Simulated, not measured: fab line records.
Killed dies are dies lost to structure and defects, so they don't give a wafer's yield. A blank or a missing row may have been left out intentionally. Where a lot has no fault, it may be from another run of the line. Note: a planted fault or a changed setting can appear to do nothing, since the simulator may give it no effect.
The tool behind it: which one? :: flow n5 finfet :: 72 wafers from 24 lots sampled at 6 of the route's 1938 steps

WHAT EACH GAUGE READ, for each wafer
Not one reading of a measure or inspect step in the record can be checked against a usual standard deviation.

WHICH TOOL RAN EACH LOT (tool, then ch and the chambers of the sampled wafers, then the start)
lot: L074
N5_BEOL_M2_DEGAS_44: pvd sputter-03, day 6 23:29
N5_BEOL_M2_SPUTTER_88: pvd sputter-02, day 7 01:15
N5_BEOL_M2_ANNEAL_89: pvd sputter-02, day 7 01:20
N5_BEOL_M2_ANNEAL_91: pvd sputter-02, day 7 01:33
N5_BEOL_M2_SPUTTER_94: pvd sputter-02, day 7 01:55
N5_BEOL_M2_CO_CAP_55: cvd co-01 ch 0,1,2, day 7 03:04

lot: L075
N5_BEOL_M2_DEGAS_44: pvd sputter-01, day 7 07:32
N5_BEOL_M2_SPUTTER_88: pvd sputter-02, day 7 09:53
N5_BEOL_M2_ANNEAL_89: pvd sputter-02, day 7 09:58
N5_BEOL_M2_ANNEAL_91: pvd sputter-02, day 7 10:11
N5_BEOL_M2_SPUTTER_94: pvd sputter-02, day 7 10:33
N5_BEOL_M2_CO_CAP_55: cvd co-01 ch 0,2, day 7 11:40

lot: L076
N5_BEOL_M2_DEGAS_44: pvd sputter-02, day 7 18:38
N5_BEOL_M2_SPUTTER_88: pvd sputter-01, day 7 20:34
N5_BEOL_M2_ANNEAL_89: pvd sputter-01, day 7 20:39
N5_BEOL_M2_ANNEAL_91: pvd sputter-01, day 7 20:52
N5_BEOL_M2_SPUTTER_94: pvd sputter-01, day 7 21:14
N5_BEOL_M2_CO_CAP_55: cvd co-01 ch 1,2, day 7 22:19

lot: L077
N5_BEOL_M2_DEGAS_44: pvd sputter-01, day 8 09:55
N5_BEOL_M2_SPUTTER_88: pvd sputter-01, day 8 11:50
N5_BEOL_M2_ANNEAL_89: pvd sputter-01, day 8 11:55
N5_BEOL_M2_ANNEAL_91: pvd sputter-01, day 8 12:08
N5_BEOL_M2_SPUTTER_94: pvd sputter-01, day 8 12:30
N5_BEOL_M2_CO_CAP_55: cvd co-01 ch 0,1,2, day 8 13:39

lot: L078
N5_BEOL_M2_DEGAS_44: pvd sputter-02, day 8 22:50
N5_BEOL_M2_SPUTTER_88: pvd sputter-03, day 9 00:41
N5_BEOL_M2_ANNEAL_89: pvd sputter-03, day 9 00:46
N5_BEOL_M2_ANNEAL_91: pvd sputter-03, day 9 00:59
N5_BEOL_M2_SPUTTER_94: pvd sputter-03, day 9 01:21
N5_BEOL_M2_CO_CAP_55: cvd co-01 ch 0,2, day 9 02:26

lot: L080
N5_BEOL_M2_DEGAS_44: pvd sputter-03, day 9 02:53
N5_BEOL_M2_SPUTTER_88: pvd sputter-03, day 9 04:28
N5_BEOL_M2_ANNEAL_89: pvd sputter-03, day 9 04:32
N5_BEOL_M2_ANNEAL_91: pvd sputter-03, day 9 04:46
N5_BEOL_M2_SPUTTER_94: pvd sputter-03, day 9 05:07
N5_BEOL_M2_CO_CAP_55: cvd co-01 ch 0,1,2, day 9 06:13

lot: L081
N5_BEOL_M2_DEGAS_44: pvd sputter-01, day 9 06:05
N5_BEOL_M2_SPUTTER_88: pvd sputter-01, day 9 08:14
N5_BEOL_M2_ANNEAL_89: pvd sputter-01, day 9 08:19
N5_BEOL_M2_ANNEAL_91: pvd sputter-01, day 9 08:32
N5_BEOL_M2_SPUTTER_94: pvd sputter-01, day 9 08:54
N5_BEOL_M2_CO_CAP_55: cvd co-02 ch 0,1, day 9 09:59

lot: L079
N5_BEOL_M2_DEGAS_44: pvd sputter-01, day 9 09:36
N5_BEOL_M2_SPUTTER_88: pvd sputter-01, day 9 11:11
N5_BEOL_M2_ANNEAL_89: pvd sputter-01, day 9 11:16
N5_BEOL_M2_ANNEAL_91: pvd sputter-01, day 9 11:29
N5_BEOL_M2_SPUTTER_94: pvd sputter-01, day 9 11:50
N5_BEOL_M2_CO_CAP_55: cvd co-02 ch 0,1,2, day 9 12:56

lot: L082
N5_BEOL_M2_DEGAS_44: pvd sputter-03, day 9 10:23
N5_BEOL_M2_SPUTTER_88: pvd sputter-01, day 9 13:22
N5_BEOL_M2_ANNEAL_89: pvd sputter-01, day 9 13:26
N5_BEOL_M2_ANNEAL_91: pvd sputter-01, day 9 13:40
N5_BEOL_M2_SPUTTER_94: pvd sputter-01, day 9 14:01
N5_BEOL_M2_CO_CAP_55: cvd co-01 ch 0,2, day 9 15:07

lot: L083
N5_BEOL_M2_DEGAS_44: pvd sputter-01, day 9 12:24
N5_BEOL_M2_SPUTTER_88: pvd sputter-03, day 9 13:55
N5_BEOL_M2_ANNEAL_89: pvd sputter-03, day 9 14:00
N5_BEOL_M2_ANNEAL_91: pvd sputter-03, day 9 14:13
N5_BEOL_M2_SPUTTER_94: pvd sputter-03, day 9 14:35
N5_BEOL_M2_CO_CAP_55: cvd co-01 ch 0,2, day 9 15:40

lot: L084
N5_BEOL_M2_DEGAS_44: pvd sputter-02, day 9 19:18
N5_BEOL_M2_SPUTTER_88: pvd sputter-01, day 9 21:04
N5_BEOL_M2_ANNEAL_89: pvd sputter-01, day 9 21:09
N5_BEOL_M2_ANNEAL_91: pvd sputter-01, day 9 21:22
N5_BEOL_M2_SPUTTER_94: pvd sputter-01, day 9 21:44
N5_BEOL_M2_CO_CAP_55: cvd co-01 ch 1,2, day 9 22:49

lot: L085
N5_BEOL_M2_DEGAS_44: pvd sputter-02, day 10 05:39
N5_BEOL_M2_SPUTTER_88: pvd sputter-01, day 10 07:07
N5_BEOL_M2_ANNEAL_89: pvd sputter-01, day 10 07:12
N5_BEOL_M2_ANNEAL_91: pvd sputter-01, day 10 07:25
N5_BEOL_M2_SPUTTER_94: pvd sputter-01, day 10 07:47
N5_BEOL_M2_CO_CAP_55: cvd co-01 ch 0,1,2, day 10 08:55

lot: L087
N5_BEOL_M2_DEGAS_44: pvd sputter-01, day 10 11:56
N5_BEOL_M2_SPUTTER_88: pvd sputter-01, day 10 14:54
N5_BEOL_M2_ANNEAL_89: pvd sputter-01, day 10 14:59
N5_BEOL_M2_ANNEAL_91: pvd sputter-01, day 10 15:12
N5_BEOL_M2_SPUTTER_94: pvd sputter-01, day 10 15:34
N5_BEOL_M2_CO_CAP_55: cvd co-02 ch 0,1,2, day 10 16:40

lot: L086
N5_BEOL_M2_DEGAS_44: pvd sputter-01, day 10 23:16
N5_BEOL_M2_SPUTTER_88: pvd sputter-01, day 11 01:04
N5_BEOL_M2_ANNEAL_89: pvd sputter-01, day 11 01:08
N5_BEOL_M2_ANNEAL_91: pvd sputter-01, day 11 01:22
N5_BEOL_M2_SPUTTER_94: pvd sputter-01, day 11 01:43
N5_BEOL_M2_CO_CAP_55: cvd co-01 ch 0,1,2, day 11 02:49

lot: L088
N5_BEOL_M2_DEGAS_44: pvd sputter-03, day 11 04:16
N5_BEOL_M2_SPUTTER_88: pvd sputter-03, day 11 05:47
N5_BEOL_M2_ANNEAL_89: pvd sputter-03, day 11 05:52
N5_BEOL_M2_ANNEAL_91: pvd sputter-03, day 11 06:05
N5_BEOL_M2_SPUTTER_94: pvd sputter-03, day 11 06:27
N5_BEOL_M2_CO_CAP_55: cvd co-01 ch 0,1,2, day 11 07:32

lot: L089
N5_BEOL_M2_DEGAS_44: pvd sputter-03, day 11 07:55
N5_BEOL_M2_SPUTTER_88: pvd sputter-03, day 11 09:47
N5_BEOL_M2_ANNEAL_89: pvd sputter-03, day 11 09:52
N5_BEOL_M2_ANNEAL_91: pvd sputter-03, day 11 10:05
N5_BEOL_M2_SPUTTER_94: pvd sputter-03, day 11 10:27
N5_BEOL_M2_CO_CAP_55: cvd co-01 ch 0,1, day 11 11:46

lot: L090
N5_BEOL_M2_DEGAS_44: pvd sputter-03, day 11 08:31
N5_BEOL_M2_SPUTTER_88: pvd sputter-01, day 11 11:34
N5_BEOL_M2_ANNEAL_89: pvd sputter-01, day 11 11:38
N5_BEOL_M2_ANNEAL_91: pvd sputter-01, day 11 11:52
N5_BEOL_M2_SPUTTER_94: pvd sputter-01, day 11 12:13
N5_BEOL_M2_CO_CAP_55: cvd co-02 ch 1,2, day 11 13:42

lot: L091
N5_BEOL_M2_DEGAS_44: pvd sputter-03, day 11 14:43
N5_BEOL_M2_SPUTTER_88: pvd sputter-03, day 11 16:26
N5_BEOL_M2_ANNEAL_89: pvd sputter-03, day 11 16:31
N5_BEOL_M2_ANNEAL_91: pvd sputter-03, day 11 16:44
N5_BEOL_M2_SPUTTER_94: pvd sputter-03, day 11 17:05
N5_BEOL_M2_CO_CAP_55: cvd co-01 ch 0,1,2, day 11 18:13

lot: L092
N5_BEOL_M2_DEGAS_44: pvd sputter-01, day 11 19:20
N5_BEOL_M2_SPUTTER_88: pvd sputter-03, day 11 20:56
N5_BEOL_M2_ANNEAL_89: pvd sputter-03, day 11 21:01
N5_BEOL_M2_ANNEAL_91: pvd sputter-03, day 11 21:14
N5_BEOL_M2_SPUTTER_94: pvd sputter-03, day 11 21:35
N5_BEOL_M2_CO_CAP_55: cvd co-01 ch 0,2, day 11 22:41

lot: L093
N5_BEOL_M2_DEGAS_44: pvd sputter-01, day 12 08:14
N5_BEOL_M2_SPUTTER_88: pvd sputter-03, day 12 10:08
N5_BEOL_M2_ANNEAL_89: pvd sputter-03, day 12 10:13
N5_BEOL_M2_ANNEAL_91: pvd sputter-03, day 12 10:26
N5_BEOL_M2_SPUTTER_94: pvd sputter-03, day 12 10:47
N5_BEOL_M2_CO_CAP_55: cvd co-02 ch 0,1,2, day 12 11:53

lot: L095
N5_BEOL_M2_DEGAS_44: pvd sputter-01, day 12 21:07
N5_BEOL_M2_SPUTTER_88: pvd sputter-02, day 12 22:56
N5_BEOL_M2_ANNEAL_89: pvd sputter-02, day 12 23:01
N5_BEOL_M2_ANNEAL_91: pvd sputter-02, day 12 23:14
N5_BEOL_M2_SPUTTER_94: pvd sputter-02, day 12 23:36
N5_BEOL_M2_CO_CAP_55: cvd co-01 ch 0,1,2, day 13 01:05

lot: L094
N5_BEOL_M2_DEGAS_44: pvd sputter-03, day 13 04:36
N5_BEOL_M2_SPUTTER_88: pvd sputter-03, day 13 06:19
N5_BEOL_M2_ANNEAL_89: pvd sputter-03, day 13 06:24
N5_BEOL_M2_ANNEAL_91: pvd sputter-03, day 13 06:37
N5_BEOL_M2_SPUTTER_94: pvd sputter-03, day 13 06:59
N5_BEOL_M2_CO_CAP_55: cvd co-01 ch 0,1,2, day 13 08:04

lot: L096
N5_BEOL_M2_DEGAS_44: pvd sputter-01, day 13 13:14
N5_BEOL_M2_SPUTTER_88: pvd sputter-03, day 13 14:43
N5_BEOL_M2_ANNEAL_89: pvd sputter-03, day 13 14:47
N5_BEOL_M2_ANNEAL_91: pvd sputter-03, day 13 15:01
N5_BEOL_M2_SPUTTER_94: pvd sputter-03, day 13 15:22
N5_BEOL_M2_CO_CAP_55: cvd co-02 ch 0,1, day 13 17:34

lot: L097
N5_BEOL_M2_DEGAS_44: pvd sputter-01, day 13 13:19
N5_BEOL_M2_SPUTTER_88: pvd sputter-01, day 13 15:22
N5_BEOL_M2_ANNEAL_89: pvd sputter-01, day 13 15:27
N5_BEOL_M2_ANNEAL_91: pvd sputter-01, day 13 15:41
N5_BEOL_M2_SPUTTER_94: pvd sputter-01, day 13 16:05
N5_BEOL_M2_CO_CAP_55: cvd co-01 ch 0,1, day 13 17:55
- N5_BEOL_M2_DEGAS_44: time 60 s.
- N5_BEOL_M2_SPUTTER_88: material Cu, target thk 4.5 nm, time 8.29 s.
- N5_BEOL_M2_ANNEAL_89: time 240 s.
- N5_BEOL_M2_ANNEAL_91: time 240 s.
- N5_BEOL_M2_SPUTTER_94: material Cu, target thk 4.5 nm, time 8.29 s.
- N5_BEOL_M2_CO_CAP_55: material Co, precursor CCTBA/H2, target thk 2 nm, time 102.1 s.

AS READ BY THE TOOLS THEMSELVES (means over the sampled wafers that have a number; for cases with no such wafer, the mark the record gives instead)
N5_BEOL_M2_DEGAS_44. Usual: heater power w 339 W, standard deviation 22.
lot: L074
tool: pvd sputter-03
heater power w (W): 329
flag: 

lot: L075
tool: pvd sputter-01
heater power w (W): 354
flag: 

lot: L076
tool: pvd sputter-02
heater power w (W): 326
flag: 

lot: L077
tool: pvd sputter-01
heater power w (W): 345
flag: 

lot: L078
tool: pvd sputter-02
heater power w (W): 317
flag: 

lot: L080
tool: pvd sputter-03
heater power w (W): 337
flag: 

lot: L081
tool: pvd sputter-01
heater power w (W): 359
flag: 

lot: L079
tool: pvd sputter-01
heater power w (W): 363
flag: 

lot: L082
tool: pvd sputter-03
heater power w (W): 335
flag: 

lot: L083
tool: pvd sputter-01
heater power w (W): 353
flag: 

lot: L084
tool: pvd sputter-02
heater power w (W): 312
flag: 

lot: L085
tool: pvd sputter-02
heater power w (W): 299
flag: 

lot: L087
tool: pvd sputter-01
heater power w (W): 349
flag: 

lot: L086
tool: pvd sputter-01
heater power w (W): 350
flag: 

lot: L088
tool: pvd sputter-03
heater power w (W): 334
flag: 

lot: L089
tool: pvd sputter-03
heater power w (W): 333
flag: 

lot: L090
tool: pvd sputter-03
heater power w (W): 337
flag: 

lot: L091
tool: pvd sputter-03
heater power w (W): 335
flag: 

lot: L092
tool: pvd sputter-01
heater power w (W): 353
flag: 

lot: L093
tool: pvd sputter-01
heater power w (W): 353
flag: 

lot: L095
tool: pvd sputter-01
heater power w (W): 348
flag: 

lot: L094
tool: pvd sputter-03
heater power w (W): 332
flag: 

lot: L096
tool: pvd sputter-01
heater power w (W): 347
flag: 

lot: L097
tool: pvd sputter-01
heater power w (W): 356
flag: 

N5_BEOL_M2_SPUTTER_88. Usual: substrate temp c -19.99 C, standard deviation 0.11; throttle valve pct 30.9 %, standard deviation 1.3.
lot: L074
tool: pvd sputter-02
substrate temp c (C): -19.99
throttle valve pct (%): 30.1
flag: 

lot: L075
tool: pvd sputter-02
substrate temp c (C): -19.88
throttle valve pct (%): 29.4
flag: 

lot: L076
tool: pvd sputter-01
substrate temp c (C): -19.87
throttle valve pct (%): 30.4
flag: 

lot: L077
tool: pvd sputter-01
substrate temp c (C): -19.99
throttle valve pct (%): 31.3
flag: 

lot: L078
tool: pvd sputter-03
substrate temp c (C): -19.90
throttle valve pct (%): 30.1
flag: 

lot: L080
tool: pvd sputter-03
substrate temp c (C): -19.96
throttle valve pct (%): 32.0
flag: 

lot: L081
tool: pvd sputter-01
substrate temp c (C): -19.90
throttle valve pct (%): 31.5
flag: 

lot: L079
tool: pvd sputter-01
substrate temp c (C): -20.14
throttle valve pct (%): 31.0
flag: 

lot: L082
tool: pvd sputter-01
substrate temp c (C): -19.99
throttle valve pct (%): 31.2
flag: 

lot: L083
tool: pvd sputter-03
substrate temp c (C): -19.94
throttle valve pct (%): 30.1
flag: 

lot: L084
tool: pvd sputter-01
substrate temp c (C): -20.00
throttle valve pct (%): 31.2
flag: 

lot: L085
tool: pvd sputter-01
substrate temp c (C): -20.00
throttle valve pct (%): 31.8
flag: 

lot: L087
tool: pvd sputter-01
substrate temp c (C): -19.88
throttle valve pct (%): 30.7
flag: 

lot: L086
tool: pvd sputter-01
substrate temp c (C): -20.00
throttle valve pct (%): 31.4
flag: 

lot: L088
tool: pvd sputter-03
substrate temp c (C): -19.99
throttle valve pct (%): 31.3
flag: 

lot: L089
tool: pvd sputter-03
substrate temp c (C): -20.00
throttle valve pct (%): 29.5
flag: 

lot: L090
tool: pvd sputter-01
substrate temp c (C): -20.16
throttle valve pct (%): 31.6
flag: 

lot: L091
tool: pvd sputter-03
substrate temp c (C): -19.97
throttle valve pct (%): 31.4
flag: 

lot: L092
tool: pvd sputter-03
substrate temp c (C): -20.00
throttle valve pct (%): 30.2
flag: 

lot: L093
tool: pvd sputter-03
substrate temp c (C): -20.02
throttle valve pct (%): 29.6
flag: 

lot: L095
tool: pvd sputter-02
substrate temp c (C): -20.06
throttle valve pct (%): 30.3
flag: 

lot: L094
tool: pvd sputter-03
substrate temp c (C): -19.92
throttle valve pct (%): 31.3
flag: 

lot: L096
tool: pvd sputter-03
substrate temp c (C): -19.93
throttle valve pct (%): 30.1
flag: 

lot: L097
tool: pvd sputter-01
substrate temp c (C): -20.05
throttle valve pct (%): 31.3
flag: 

N5_BEOL_M2_ANNEAL_89. Usual: heater power w 848 W, standard deviation 50.
lot: L074
tool: pvd sputter-02
heater power w (W): 783
flag: 

lot: L075
tool: pvd sputter-02
heater power w (W): 778
flag: 

lot: L076
tool: pvd sputter-01
heater power w (W): 880
flag: 

lot: L077
tool: pvd sputter-01
heater power w (W): 888
flag: 

lot: L078
tool: pvd sputter-03
heater power w (W): 858
flag: 

lot: L080
tool: pvd sputter-03
heater power w (W): 841
flag: 

lot: L081
tool: pvd sputter-01
heater power w (W): 891
flag: 

lot: L079
tool: pvd sputter-01
heater power w (W): 890
flag: 

lot: L082
tool: pvd sputter-01
heater power w (W): 891
flag: 

lot: L083
tool: pvd sputter-03
heater power w (W): 846
flag: 

lot: L084
tool: pvd sputter-01
heater power w (W): 887
flag: 

lot: L085
tool: pvd sputter-01
heater power w (W): 874
flag: 

lot: L087
tool: pvd sputter-01
heater power w (W): 866
flag: 

lot: L086
tool: pvd sputter-01
heater power w (W): 885
flag: 

lot: L088
tool: pvd sputter-03
heater power w (W): 861
flag: 

lot: L089
tool: pvd sputter-03
heater power w (W): 833
flag: 

lot: L090
tool: pvd sputter-01
heater power w (W): 869
flag: 

lot: L091
tool: pvd sputter-03
heater power w (W): 834
flag: 

lot: L092
tool: pvd sputter-03
heater power w (W): 841
flag: 

lot: L093
tool: pvd sputter-03
heater power w (W): 829
flag: 

lot: L095
tool: pvd sputter-02
heater power w (W): 774
flag: 

lot: L094
tool: pvd sputter-03
heater power w (W): 880
flag: 

lot: L096
tool: pvd sputter-03
heater power w (W): 810
flag: 

lot: L097
tool: pvd sputter-01
heater power w (W): 881
flag: 

N5_BEOL_M2_ANNEAL_91. Usual: heater power w 846 W, standard deviation 52.
lot: L074
tool: pvd sputter-02
heater power w (W): 777
flag: 

lot: L075
tool: pvd sputter-02
heater power w (W): 766
flag: 

lot: L076
tool: pvd sputter-01
heater power w (W): 875
flag: 

lot: L077
tool: pvd sputter-01
heater power w (W): 890
flag: 

lot: L078
tool: pvd sputter-03
heater power w (W): 854
flag: 

lot: L080
tool: pvd sputter-03
heater power w (W): 856
flag: 

lot: L081
tool: pvd sputter-01
heater power w (W): 887
flag: 

lot: L079
tool: pvd sputter-01
heater power w (W): 903
flag: 

lot: L082
tool: pvd sputter-01
heater power w (W): 882
flag: 

lot: L083
tool: pvd sputter-03
heater power w (W): 835
flag: 

lot: L084
tool: pvd sputter-01
heater power w (W): 895
flag: 

lot: L085
tool: pvd sputter-01
heater power w (W): 868
flag: 

lot: L087
tool: pvd sputter-01
heater power w (W): 866
flag: 

lot: L086
tool: pvd sputter-01
heater power w (W): 884
flag: 

lot: L088
tool: pvd sputter-03
heater power w (W): 858
flag: 

lot: L089
tool: pvd sputter-03
heater power w (W): 814
flag: 

lot: L090
tool: pvd sputter-01
heater power w (W): 883
flag: 

lot: L091
tool: pvd sputter-03
heater power w (W): 838
flag: 

lot: L092
tool: pvd sputter-03
heater power w (W): 837
flag: 

lot: L093
tool: pvd sputter-03
heater power w (W): 815
flag: 

lot: L095
tool: pvd sputter-02
heater power w (W): 764
flag: 

lot: L094
tool: pvd sputter-03
heater power w (W): 867
flag: 

lot: L096
tool: pvd sputter-03
heater power w (W): 803
flag: 

lot: L097
tool: pvd sputter-01
heater power w (W): 882
flag: 

N5_BEOL_M2_SPUTTER_94. Usual: substrate temp c -20.00 C, standard deviation 0.1; throttle valve pct 30.9 %, standard deviation 1.3.
lot: L074
tool: pvd sputter-02
substrate temp c (C): -20.05
throttle valve pct (%): 30.4
flag: 

lot: L075
tool: pvd sputter-02
substrate temp c (C): -20.02
throttle valve pct (%): 29.6
flag: 

lot: L076
tool: pvd sputter-01
substrate temp c (C): -19.97
throttle valve pct (%): 30.4
flag: 

lot: L077
tool: pvd sputter-01
substrate temp c (C): -20.04
throttle valve pct (%): 31.1
flag: 

lot: L078
tool: pvd sputter-03
substrate temp c (C): -20.01
throttle valve pct (%): 30.2
flag: 

lot: L080
tool: pvd sputter-03
substrate temp c (C): -20.00
throttle valve pct (%): 31.9
flag: 

lot: L081
tool: pvd sputter-01
substrate temp c (C): -20.02
throttle valve pct (%): 31.5
flag: 

lot: L079
tool: pvd sputter-01
substrate temp c (C): -20.04
throttle valve pct (%): 31.2
flag: 

lot: L082
tool: pvd sputter-01
substrate temp c (C): -20.01
throttle valve pct (%): 31.2
flag: 

lot: L083
tool: pvd sputter-03
substrate temp c (C): -19.91
throttle valve pct (%): 30.2
flag: 

lot: L084
tool: pvd sputter-01
substrate temp c (C): -20.05
throttle valve pct (%): 31.2
flag: 

lot: L085
tool: pvd sputter-01
substrate temp c (C): -20.02
throttle valve pct (%): 31.7
flag: 

lot: L087
tool: pvd sputter-01
substrate temp c (C): -19.87
throttle valve pct (%): 30.8
flag: 

lot: L086
tool: pvd sputter-01
substrate temp c (C): -19.86
throttle valve pct (%): 31.5
flag: 

lot: L088
tool: pvd sputter-03
substrate temp c (C): -20.03
throttle valve pct (%): 31.3
flag: 

lot: L089
tool: pvd sputter-03
substrate temp c (C): -19.92
throttle valve pct (%): 29.5
flag: 

lot: L090
tool: pvd sputter-01
substrate temp c (C): -19.98
throttle valve pct (%): 31.7
flag: 

lot: L091
tool: pvd sputter-03
substrate temp c (C): -20.01
throttle valve pct (%): 31.2
flag: 

lot: L092
tool: pvd sputter-03
substrate temp c (C): -19.96
throttle valve pct (%): 30.0
flag: 

lot: L093
tool: pvd sputter-03
substrate temp c (C): -20.08
throttle valve pct (%): 29.5
flag: 

lot: L095
tool: pvd sputter-02
substrate temp c (C): -19.99
throttle valve pct (%): 30.5
flag: 

lot: L094
tool: pvd sputter-03
substrate temp c (C): -20.06
throttle valve pct (%): 31.4
flag: 

lot: L096
tool: pvd sputter-03
substrate temp c (C): -20.02
throttle valve pct (%): 30.1
flag: 

lot: L097
tool: pvd sputter-01
substrate temp c (C): -20.04
throttle valve pct (%): 31.5
flag: 

N5_BEOL_M2_CO_CAP_55. Usual: chamber pressure Torr 29.99 Torr, standard deviation 0.064; heater power w 247 W, standard deviation 14.
lot: L074
tool: cvd co-01
chamber pressure Torr (Torr): 29.97
heater power w (W): 240
flag: 

lot: L075
tool: cvd co-01
chamber pressure Torr (Torr): 30.02
heater power w (W): 245
flag: 

lot: L076
tool: cvd co-01
chamber pressure Torr (Torr): 29.99
heater power w (W): 237
flag: 

lot: L077
tool: cvd co-01
chamber pressure Torr (Torr): 30.05
heater power w (W): 241
flag: 

lot: L078
tool: cvd co-01
chamber pressure Torr (Torr): 29.99
heater power w (W): 247
flag: 

lot: L080
tool: cvd co-01
chamber pressure Torr (Torr): 29.93
heater power w (W): 240
flag: 

lot: L081
tool: cvd co-02
chamber pressure Torr (Torr): 29.91
heater power w (W): 262
flag: 

lot: L079
tool: cvd co-02
chamber pressure Torr (Torr): 29.97
heater power w (W): 262
flag: 

lot: L082
tool: cvd co-01
chamber pressure Torr (Torr): 30.10
heater power w (W): 242
flag: 

lot: L083
tool: cvd co-01
chamber pressure Torr (Torr): 29.99
heater power w (W): 248
flag: 

lot: L084
tool: cvd co-01
chamber pressure Torr (Torr): 29.96
heater power w (W): 237
flag: 

lot: L085
tool: cvd co-01
chamber pressure Torr (Torr): 30.04
heater power w (W): 243
flag: 

lot: L087
tool: cvd co-02
chamber pressure Torr (Torr): 30.05
heater power w (W): 267
flag: 

lot: L086
tool: cvd co-01
chamber pressure Torr (Torr): 30.02
heater power w (W): 241
flag: 

lot: L088
tool: cvd co-01
chamber pressure Torr (Torr): 29.98
heater power w (W): 240
flag: 

lot: L089
tool: cvd co-01
chamber pressure Torr (Torr): 30.01
heater power w (W): 238
flag: 

lot: L090
tool: cvd co-02
chamber pressure Torr (Torr): 30.01
heater power w (W): 263
flag: 

lot: L091
tool: cvd co-01
chamber pressure Torr (Torr): 29.96
heater power w (W): 240
flag: 

lot: L092
tool: cvd co-01
chamber pressure Torr (Torr): 29.99
heater power w (W): 247
flag: 

lot: L093
tool: cvd co-02
chamber pressure Torr (Torr): 29.98
heater power w (W): 264
flag: 

lot: L095
tool: cvd co-01
chamber pressure Torr (Torr): 30.01
heater power w (W): 244
flag: 

lot: L094
tool: cvd co-01
chamber pressure Torr (Torr): 29.91
heater power w (W): 243
flag: 

lot: L096
tool: cvd co-02
chamber pressure Torr (Torr): 29.98
heater power w (W): 262
flag: 

lot: L097
tool: cvd co-01
chamber pressure Torr (Torr): 30.03
heater power w (W): 251
flag: 

THE ANSWER, worked out from the rows above alone
Rule: a lot is off if the mean of its wafers that have a number lies more than 3 standard deviations from the usual mean. Also off: a lot with no number at a reading for which 4 or more lots have one. All remaining lots with rows at the step are treated as sound. First the gauges in route order, then the tools' own readings, where a lot's mean is used as printed above. At the first step where some lot is off, the reading lying furthest off is the one used; lots without a number count as furthest.
Nothing can be told from this: no lot is off at any reading shown.

WHAT THE SIMULATOR PUT IN
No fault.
